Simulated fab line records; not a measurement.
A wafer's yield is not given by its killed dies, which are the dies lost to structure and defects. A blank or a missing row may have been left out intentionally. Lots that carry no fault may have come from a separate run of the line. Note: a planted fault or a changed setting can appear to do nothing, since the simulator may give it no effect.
Comparing a struck lot with a sound one	flow nand-harc	16 out of 1302 route steps
Sound: the wafers L935.3, L935.4, L935.6. Wafers L937.2, L937.3, L937.5 were the ones struck. Last of all comes the cause.
Per side, at each step with rows, come the tool, then ch with its chambers, and then its first start. Under that, the readings that differ: sound wafers	struck wafers	difference of the means	sigmas: that difference in standard deviations of wafers without a fault.
alike: readings whose means differ by less than 2 such deviations, and words and numbers that are the same on both sides. not compared: withheld readings, readings that some wafer has no value for, bounds like >300 that may hide the same value, and numbers for which the record gives no deviation and whose values overlap.
The two part at a step that has a row with sigmas, a row that says differs or no value, or rows on one side only. Non-overlapping numbers with no deviation appear without sigmas and do not part them. Lack of a reading on every wafer of one side parts them only where that side has two or more wafers.

NHARC_A_ONON_D2_THK_MEAS_11: measures by ellipsometry.
  sound on film-metro-01, day 14 09:31; struck on film-metro-02, day 15 06:33
  alike: thk-nm
following that, 1 step holds no rows for these wafers, namely NHARC_A_ONON_D2_DEP_12 (target thickness 1000 nm).
NHARC_A_ONON_D2_THK_MEAS_14: measures by ellipsometry.
  sound on film-metro-02, day 14 10:05; struck on film-metro-01, day 15 07:07
  alike: thk-nm
then, 2 steps without rows for these wafers: NHARC_A_ONON_D2_ANNEAL_15 (time 3600 s); NHARC_A_ONON_D2_DEP_16 (target thk 1000 nm).
NHARC_A_ONON_D2_THK_MEAS_18: measures by ellipsometry.
  sound on film-metro-01, day 14 17:51; struck on film-metro-02, day 15 15:05
  alike: thk-nm
following that, 1 step holds no rows for these wafers, namely NHARC_A_ONON_D2_DEP_19 (target thickness 1000 nm).
NHARC_A_ONON_D2_THK_MEAS_21: measures by ellipsometry.
  sound on film-metro-02, day 14 18:25; struck on film-metro-02, day 15 15:40
  alike: thk-nm
following that, 1 step holds no rows for these wafers, namely NHARC_A_ONON_D2_DEP_22 (target thickness 1000 nm).
NHARC_A_ONON_D2_THK_MEAS_24: measures by ellipsometry.
  sound on film-metro-01, day 14 18:59; struck on film-metro-01, day 15 16:14
reading	sound	struck	difference	sigmas
thk-nm (nm)	1021 1020 1019	984 985 983	-36	-3
following that, 1 step holds no rows for these wafers, namely NHARC_A_ONON_D2_DEP_25 (target thickness 1000 nm).
NHARC_A_ONON_D2_THK_MEAS_27: measures by ellipsometry.
  sound on film-metro-02, day 14 19:33; struck on film-metro-01, day 15 16:48
  alike: thk-nm
NHARC_A_ONON_D2_DEP_28: target thk 1000 nm.
  sound on pecvd-onon-01 ch 0, day 14 19:43; struck on pecvd-onon-02 ch 0, day 15 16:55
NHARC_A_ONON_D2_THK_MEAS_30: measures by ellipsometry.
  sound on film-metro-01, day 14 20:07; struck on film-metro-01, day 15 17:22
reading	sound	struck	difference	sigmas
thk-nm (nm)	1004 1005 1007	1501 1500 1499	+495	+53
NHARC_A_ONON_D2_DEP_33: deposits SiO2, target thk 200 nm.
  sound on pecvd-02 ch 1,2, day 14 20:13; struck on pecvd-02 ch 0,1,2, day 15 17:28
  alike: heater-power-w, throttle-valve-pct
-- break in the record here, with 12 days between the starts of the struck wafers on either side (left off in module A_ONON_D2, picked up again in module END, where the first step shown is number 1302 on the route) --
NHARC_END_SORT_01:
  at this point the record logs the struck wafers (prober-01 ch 0, day 27 14:17) and has no rows for the sound ones

== WHERE THEY PART ==
First at NHARC_A_ONON_D2_THK_MEAS_24; last, within this record, at NHARC_END_SORT_01.

WHY: the cause the simulator had injected
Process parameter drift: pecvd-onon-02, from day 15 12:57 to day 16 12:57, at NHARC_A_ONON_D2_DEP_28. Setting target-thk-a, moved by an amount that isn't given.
